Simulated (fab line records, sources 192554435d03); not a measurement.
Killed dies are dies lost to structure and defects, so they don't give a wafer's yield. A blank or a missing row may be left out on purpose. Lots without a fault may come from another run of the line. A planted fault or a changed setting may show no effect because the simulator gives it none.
A struck lot beside a sound one | flow n5_finfet | 15 steps out of a route of 1938
Sound: wafers L218.1, L218.3, L218.6. Struck: wafers L228.1, L228.3, L228.5. The cause comes at the end.
At each step with rows: each side's tool, then ch and its chambers, then its first start. Under that, the readings that differ: sound wafers | struck wafers | difference of the means | sigmas: that difference in standard deviations of wafers without a fault.
alike: readings whose means differ by less than 2 such deviations, and words and numbers that are the same on both sides. not compared: withheld readings, readings that some wafer has no value for, bounds like >300 that may hide the same value, and numbers for which the record gives no deviation and whose values overlap.
The two part at a step that has a row with sigmas, a row that says differs or no value, or rows on one side only. Numbers that don't overlap but have no deviation are shown without sigmas and don't part them. A reading that every wafer of one side lacks parts them only if that side has two wafers or more.

first, 10 steps without rows for these wafers: N5_FIN_CUT_DESCUM_13 (chemistry O2, time 7 s); N5_FIN_CUT_ETCH_30 (etches underlayer in N2/H2, target depth 13 nm, time 10.4 s); N5_FIN_CUT_ETCH_20 (etches SiARC in CF4, target depth 26 nm, time 43.3 s); N5_FIN_CUT_ETCH_21 (etches SOC in N2/H2, target depth 219 nm, overetch 43.8 nm, time 523.5 s); N5_FIN_CUT_STRIP_23 (strips in N2/H2); N5_FIN_CUT_STRIP_31 (strips in N2/H2); N5_FIN_CUT_STRIP_24 (strips in CF4); N5_FIN_CUT_CUT_ETCH_26 (etches SiNx in CH3F/O2, target depth 39 nm, time 55.7 s); N5_FIN_CUT_CUT_ETCH_27 (etches SiO2 in CHF3/O2, target depth 4 nm, overetch 2 nm, time 4.9 s); N5_FIN_CUT_PRECLEAN_35 (cleans in vHF, time 13.3 s).
N5_FIN_CUT_CUT_ETCH_15: etches Si in HBr/Cl2/O2, target depth 100 nm, bt time 10 s, time 42.4 s.
  sound on rie_si-05 ch 1,2,3, day 2 15:36; struck on rie_si-05 ch 1,3, day 5 05:50
  no value came back on the struck wafers for any of 6 readings (HBr_flow_sccm (sccm), O2_flow_sccm (sccm) and others); on the sound wafers HBr_flow_sccm (sccm) reads 150.3 149.6 149.8
  reading                                  | sound             | struck            | difference | sigmas
  model.SOC_of_FIN_CUT_COAT_18.thk_nm (nm) | 171.8 170.8 173.8 | 208.2 206.2 207.6 | +35.2      |
  not compared: rf_hours_counter_h
N5_FIN_CUT_CUT_ETCH_28: etches Si in HBr/Cl2/O2, target depth 6 nm, time 2.4 s.
  sound on rie_si-05 ch 1,2,3, day 2 15:39; struck on rie_si-05 ch 1,3, day 5 05:53
  reading                                  | sound           | struck          | difference | sigmas
  model.SOC_of_FIN_CUT_COAT_18.thk_nm (nm) | 170.2 169.2 172 | 206.4 204.6 206 | +35.2      |
  alike: HBr_flow_sccm, O2_flow_sccm, drypump_motor_current_A, mfc_cl2_sccm, oes_product_au, throttle_valve_pct
  not compared: rf_hours_counter_h
then, 1 step without rows for these wafers: N5_FIN_CUT_STRIP_22 (strips in N2/H2).
N5_BEOL_M4_RC_MEAS_101:
  the record has rows for the sound wafers here (prober-02 ch 0, day 10 07:56) and none for the struck ones
-- the record jumps here: 13 days lie between the struck wafers' starts before and after (it left off in module BEOL_M4 and takes up again in module PASSIVATION, whose first step shown is number 1936 of the route) --
N5_PASSIVATION_PROBE_49:
  the record has rows for the struck wafers here (prober-02, day 18 11:35) and none for the sound ones

WHERE THEY PART
First at N5_FIN_CUT_CUT_ETCH_15; last, within this record, at N5_PASSIVATION_PROBE_49.

WHY: what the simulator had put in
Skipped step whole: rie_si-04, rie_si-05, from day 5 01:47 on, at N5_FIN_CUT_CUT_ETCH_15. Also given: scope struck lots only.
